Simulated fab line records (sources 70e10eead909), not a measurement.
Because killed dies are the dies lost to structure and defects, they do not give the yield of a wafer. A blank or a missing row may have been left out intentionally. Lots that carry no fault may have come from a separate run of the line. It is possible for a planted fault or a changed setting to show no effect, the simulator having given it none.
Problem report in the 8D (eight disciplines) form, filled by code + flow nand-harc + the parts of the form that need people (team, actions taken, sign-off) are left out

## 1. THE PROBLEM
At NHARC_A_ZERO_WELL_INSPECT_17, raw-defect-count averages 1196 over 2 wafers from 2 lots, while fault-free wafers read 12, standard deviation 6.5. That is +99 or more standard deviations from the usual mean.
First seen on wafer L229.4, day 15 19:17, on defect-inspect-02. At this step, 33 wafers from 11 lots have a number in the record. Rule for "out", or "out of limits": more than 4 standard deviations from the usual mean. The other wafers with a number count as sound.

## 2. WHAT THIS IS AND IS NOT
| question                    | is                                   | is not                                                              |
|-----------------------------|--------------------------------------|---------------------------------------------------------------------|
| which readings at this step | raw-defect-count                     | -                                                                   |
| which lots                  | L229, L231                           | L209, L210, L212, L215, L216, L217, L218, L221, L223                |
| which wafers of those lots  | L229.4, L231.5                       | L229.1, L229.3, L231.3, L231.4                                      |
| read on which gauges        | defect-inspect-01, defect-inspect-02 | -                                                                   |
| when                        | from day 15 19:17                    | up to then (29 sound wafers); but 2 sound wafers of L231 came after |

## 3. SUSPECTS, AND WHAT RULES EACH OUT
Counting: a tool at a process step up to the reading stays a suspect if it ran every lot that is out. Sound lots after the first of them don't rule it out here, since some wafers of a struck lot are sound.
- the gauge at NHARC_A_ZERO_WELL_INSPECT_17 is ruled out. Those wafers that are out were read across 2 gauges (defect-inspect-01, defect-inspect-02).
- rie-diel-03 at NHARC_A_ZERO_WELL_ETCH_19 (etches the open film in N2/H2, target depth 80 nm, overetch 24 nm, time 87.88 s): kept. Ran every lot that is out, first one L229 (day 15 18:04); last sound lot up to then L221 (day 11 17:10).
- rie-si-01 at NHARC_A_ZERO_WELL_ETCH_13 (etches the open film in HBr/Cl2, target depth 120 nm, time 40.1 s): kept. Ran every lot that is out, first one L229 (day 15 18:11); last sound lot up to then L223 (day 12 21:47).
- In rie-si-01 at NHARC_A_ZERO_WELL_ETCH_13, the wafers that are out were processed in chamber 2 and their sound lot-mates in chambers 0, 3.
Remaining after the count are rie-diel-03 at NHARC_A_ZERO_WELL_ETCH_19 and rie-si-01 at NHARC_A_ZERO_WELL_ETCH_13.

## 4. THE CAUSE (what the simulator had put in)
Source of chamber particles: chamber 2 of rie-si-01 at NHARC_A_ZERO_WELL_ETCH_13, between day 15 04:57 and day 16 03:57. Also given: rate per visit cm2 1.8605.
After counting, 2 suspects remain, this tool included.

## 5. THE CHAIN OF EFFECTS, in route order
Each row: a reading where the mean over the struck wafers with a number is more than 3 standard deviations away from the usual. Readings are gone through only where the record gives a usual standard deviation; hours: the median, over the lots, of the time from a lot's start at the first step in this table giving one to that lot's start at this step; sigmas: the change measured in usual standard deviations.
| hours | step                         | reading          | usual | on struck wafers | change | sigmas      |
|-------|------------------------------|------------------|-------|------------------|--------|-------------|
| 0     | NHARC_A_ZERO_WELL_INSPECT_17 | raw-defect-count | 12    | 1196             | +1184  | +99 or more |
| 421   | NHARC_END_SORT_01            | killed-at-array  | 54    | 128              | +74    | +4.1        |
| 421   | NHARC_END_SORT_01            | killed-dies      | 59    | 132              | +73    | +3.8        |
Later steps that measure or inspect, where all struck wafers having a row at the step show a number for every such reading and not one has moved that far: NHARC_A_SOURCE_PLATE_THK_MEAS_06.

## 6. WHAT WOULD HAVE CAUGHT IT SOONER
In this record the first reading out of limits at a measuring or inspecting step was taken at day 15 19:17, 14 hours after the fault began at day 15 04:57.
No tool reading at NHARC_A_ZERO_WELL_ETCH_13 that has a usual standard deviation in the record was out on any struck wafer, so an alarm limit of 4 standard deviations on those readings would not have fired.
Among the 2 lots that are out, L231 began NHARC_A_ZERO_WELL_ETCH_13 on rie-si-01 after day 15 19:17. Putting the tool on hold at that point would have spared it.
